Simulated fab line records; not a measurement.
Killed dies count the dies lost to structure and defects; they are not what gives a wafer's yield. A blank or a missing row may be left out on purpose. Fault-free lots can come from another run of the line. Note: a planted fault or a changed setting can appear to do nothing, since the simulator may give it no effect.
The tool behind it: which one?    flow n5-finfet    30 wafers from 10 lots sampled at 5 of the route's 1938 steps

## WHAT THE GAUGES READ, wafer by wafer
N5_BEOL_M2_THK_MEAS_01. Usual: M2_ILD_THK 78.9 nm, standard deviation 0.96.
lot   measured      on             M2_ILD_THK (nm)  flag
L412  day 6 18:14   film-metro-02  78.6 79.2 80.0   
L414  day 7 16:20   film-metro-01  78.5 79.9 79.3   
L419  day 8 16:59   film-metro-02  79.1 79.6 79.7   
L421  day 10 03:50  film-metro-01  79.0 80.6 80.2   
L425  day 11 04:13  film-metro-02  77.8 79.2 79.7   
L426  day 11 05:54  film-metro-01  77.9 77.5 78.8   
L431  day 12 04:15  film-metro-02  78.6 78.0 78.5   
L433  day 12 06:08  film-metro-02  78.9 78.5 79.5   
L432  day 12 09:37  film-metro-02  79.2 77.1 78.5   
L434  day 12 12:48  film-metro-01  79.1 79.3 81.0   

N5_BEOL_M2_OVL_MEAS_12. Usual: M2_OVL -0.3 nm, standard deviation 0.67.
lot   measured      on          M2_OVL (nm)     flag
L412  day 6 20:20   overlay-02  -0.8 0.1 -0.7   
L414  day 7 17:17   overlay-01  -0.2 0.1 0.2    
L419  day 8 17:50   overlay-01  -0.1 -0.9 -0.1  
L421  day 10 04:23  overlay-02  -0.9 -0.2 -1.0  
L425  day 11 05:58  overlay-01  -0.5 -0.2 -0.5  
L426  day 11 06:58  overlay-01  0.1 0.1 0.1     
L431  day 12 05:21  overlay-02  0.3 0.5 0.2     
L433  day 12 06:39  overlay-02  0.1 -1.1 -0.9   
L432  day 12 10:40  overlay-02  0.4 0.3 0.0     
L434  day 12 13:26  overlay-02  -1.0 -0.1 -1.0  

N5_BEOL_M4_RC_MEAS_101. Usual: DIBL_N 36.0 mV/V, standard deviation 1.9; DIBL_P 35.6 mV/V, standard deviation 2.2; IOFF_N 0.15 nA/um, standard deviation 0.031; IOFF_P 0.19 nA/um, standard deviation 0.032; ION_N 668 uA/um, standard deviation 11; ION_P 455 uA/um, standard deviation 7.2; SS_N 71.5 mV/dec, standard deviation 0.65; SS_P 73.4 mV/dec, standard deviation 0.64; VT_N 251 mV, standard deviation 3.6; VT_P -253 mV, standard deviation 3.3.
lot   measured      on         DIBL_N (mV/V)   DIBL_P (mV/V)   IOFF_N (nA/um)  IOFF_P (nA/um)  ION_N (uA/um)  ION_P (uA/um)  SS_N (mV/dec)   SS_P (mV/dec)   VT_N (mV)    VT_P (mV)       flag
L412  day 9 01:53   prober-02  35.0 35.1 36.2  34.2 34.4 36.1  0.11 0.12 0.13  0.14 0.14 0.16  661 658 669    445 444 453    72.1 71.0 71.8  72.7 72.9 73.5  258 254 252  -259 -256 -258  
L414  day 10 10:39  prober-02  38.1 36.1 35.0  37.8 36.1 33.9  0.20 0.16 0.15  0.23 0.20 0.17  685 676 665    463 459 453    71.4 71.4 71.7  73.6 73.3 72.9  241 251 251  -249 -253 -254  
L419  day 11 08:01  prober-02  34.0 34.2 32.9  33.2 32.6 32.8  0.12 0.12 0.11  0.19 0.17 0.17  650 660 665    452 453 458    71.2 71.1 71.4  72.7 72.7 72.7  255 257 254  -251 -255 -254  
L421  day 13 00:28  prober-01  33.1 33.8 32.3  33.0 33.7 31.0  0.11 0.12 0.10  0.17 0.17 0.14  663 661 658    455 454 449    70.5 71.3 70.5  72.5 73.3 73.1  251 250 255  -254 -253 -256  
L425  day 13 09:55  prober-02  38.4 37.1 35.3  38.4 36.7 34.2  0.19 0.15 0.12  0.22 0.20 0.16  677 670 670    462 460 461    70.7 71.2 70.6  74.3 72.8 72.8  246 252 252  -246 -250 -255  
L426  day 13 17:46  prober-01  36.3 35.7 36.9  38.5 36.3 38.1  0.16 0.16 0.18  0.21 0.17 0.20  666 666 668    458 445 458    71.4 72.0 72.0  73.7 73.4 73.8  248 249 251  -253 -258 -256  
L431  day 14 10:26  prober-02  35.0 35.7 36.2  34.7 34.8 35.4  0.14 0.15 0.14  0.19 0.18 0.19  672 666 658    460 452 449    71.3 72.6 71.9  73.9 74.2 73.3  254 251 256  -254 -253 -252  
L433  day 14 21:43  prober-02  33.1 34.7 34.6  33.5 35.8 37.0  0.11 0.13 0.14  0.13 0.16 0.17  662 666 665    444 443 449    70.6 71.6 71.9  72.9 73.6 74.3  259 255 252  -262 -262 -259  
L432  day 14 13:58  prober-02  38.4 35.8 36.5  38.5 34.8 36.0  0.20 0.15 0.17  0.25 0.20 0.22  679 679 675    460 463 465    72.8 71.7 72.1  73.9 73.3 74.1  247 251 250  -249 -251 -252  
L434  day 16 01:31  prober-01  34.9 34.3 37.0  33.6 33.6 36.7  0.13 0.12 0.16  0.17 0.18 0.24  671 653 684    460 451 469    71.2 70.9 71.4  73.1 73.2 74.6  250 254 248  -252 -253 -246  

## WHICH TOOL RAN EACH LOT (tool, then ch and the chambers of the sampled wafers, then the start)
lot   N5_BEOL_M2_COAT_22                 N5_BEOL_M2_ETCH_77
L412  litho-track-02 ch 0, day 6 20:59   rie-diel-01 ch 1,2, day 6 21:25
L414  litho-track-02 ch 0, day 7 17:51   rie-diel-04 ch 0,3, day 7 18:25
L419  litho-track-04 ch 0, day 8 18:23   rie-diel-06 ch 0,1,2, day 8 18:50
L421  litho-track-02 ch 0, day 10 05:14  rie-diel-01 ch 0,1,3, day 10 05:47
L425  litho-track-02 ch 0, day 11 06:32  rie-diel-04 ch 0,2, day 11 06:58
L426  litho-track-02 ch 0, day 11 07:31  rie-diel-04 ch 1,3, day 11 07:58
L431  litho-track-02 ch 0, day 12 05:55  rie-diel-04 ch 1,2,3, day 12 06:21
L433  litho-track-04 ch 0, day 12 07:19  rie-diel-04 ch 0,2,3, day 12 07:52
L432  litho-track-01 ch 0, day 12 11:21  rie-diel-01 ch 0,3, day 12 12:02
L434  litho-track-01 ch 0, day 12 14:01  rie-diel-06 ch 1,2,3, day 12 14:27
- N5_BEOL_M2_COAT_22: resist thk 30 nm.
- N5_BEOL_M2_ETCH_77: etches underlayer in N2/H2, target depth 6.5 nm, time 5.2 s.

## WHAT THE TOOLS THEMSELVES READ (means of the sampled wafers that have a number; where no wafer has one, the mark that the record gives instead)
N5_BEOL_M2_COAT_22. Usual: spin-speed-rpm reads 1500.1 rpm (standard deviation 1).
lot   tool            spin-speed-rpm (rpm)  flag
L412  litho-track-02  1500.3                
L414  litho-track-02  1500.2                
L419  litho-track-04  1499.5                
L421  litho-track-02  1499.4                
L425  litho-track-02  1419.4                OFF
L426  litho-track-02  1420.3                OFF
L431  litho-track-02  1420.8                OFF
L433  litho-track-04  1499.6                
L432  litho-track-01  1500.0                
L434  litho-track-01  1500.4                

N5_BEOL_M2_ETCH_77. Usual: drypump-motor-current-A 5.7 A, standard deviation 0.36; etch-rf-on-time-s 5.20 s, standard deviation 0.099; oes-product-au 0.70 a.u., standard deviation 0.076; rf-vpp-V 525.5 V, standard deviation 2.1; showerhead-plenum-p-Torr 2.59 Torr, standard deviation 0.063; throttle-valve-pct 17.6 %, standard deviation 0.35.
lot   tool         drypump-motor-current-A (A)  etch-rf-on-time-s (s)  oes-product-au (a.u.)  rf-vpp-V (V)  showerhead-plenum-p-Torr (Torr)  throttle-valve-pct (%)  flag
L412  rie-diel-01  5.7                          5.35                   0.68                   527.6         2.67                             17.6                    
L414  rie-diel-04  5.9                          5.17                   0.80                   524.3         2.60                             17.4                    
L419  rie-diel-06  5.5                          5.18                   0.70                   526.0         2.59                             17.6                    
L421  rie-diel-01  5.5                          5.20                   0.70                   526.2         2.62                             17.6                    
L425  rie-diel-04  6.0                          5.17                   0.71                   523.2         2.55                             17.6                    
L426  rie-diel-04  5.7                          5.14                   0.70                   526.6         2.59                             17.6                    
L431  rie-diel-04  5.9                          5.18                   0.65                   524.6         2.56                             17.8                    
L433  rie-diel-04  5.8                          5.21                   0.69                   524.6         2.55                             17.6                    
L432  rie-diel-01  5.7                          5.17                   0.71                   527.7         2.65                             17.5                    
L434  rie-diel-06  5.4                          5.25                   0.66                   523.1         2.51                             17.7                    

## THE ANSWER, worked out from the rows above alone
Rule: a lot counts as off when the mean over its wafers that have a number is more than 3 standard deviations away from the usual mean. Also off: a lot with no number at a reading for which 4 or more lots have one. Any other lot the step has rows for is counted as sound. The gauges are gone through in route order, then the tools' own readings, and for those a lot's mean is taken as printed above. At the first step where some lot is off, the reading lying furthest off is the one used; lots without a number count as furthest.
Off at N5_BEOL_M2_COAT_22 (spin-speed-rpm): L425, L426, L431.
If a tool, at that step or one of the process steps before it, ran each lot that is off and ran no sound lot following the first of them, it fits. One fits: N5_BEOL_M2_COAT_22 on litho-track-02. Its last sound lot is L421 (day 10 05:14), its first lot that is off L425 (day 11 06:32): a fault that began between those two fits.
The tool's own readings at N5_BEOL_M2_COAT_22 bear it out: on the lots that are off they differ by more than 5 times the standard deviation of the sound lots' means. spin-speed-rpm reads 1420.2 rpm there against 1499.9 rpm on the sound lots.

## WHAT THE SIMULATOR HAD PUT IN
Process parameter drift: litho-track-02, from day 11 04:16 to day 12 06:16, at N5_BEOL_M2_COAT_22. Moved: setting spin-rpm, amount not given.
Struck lots among those shown: L425, L426, L431. This agrees with what the rule above found.
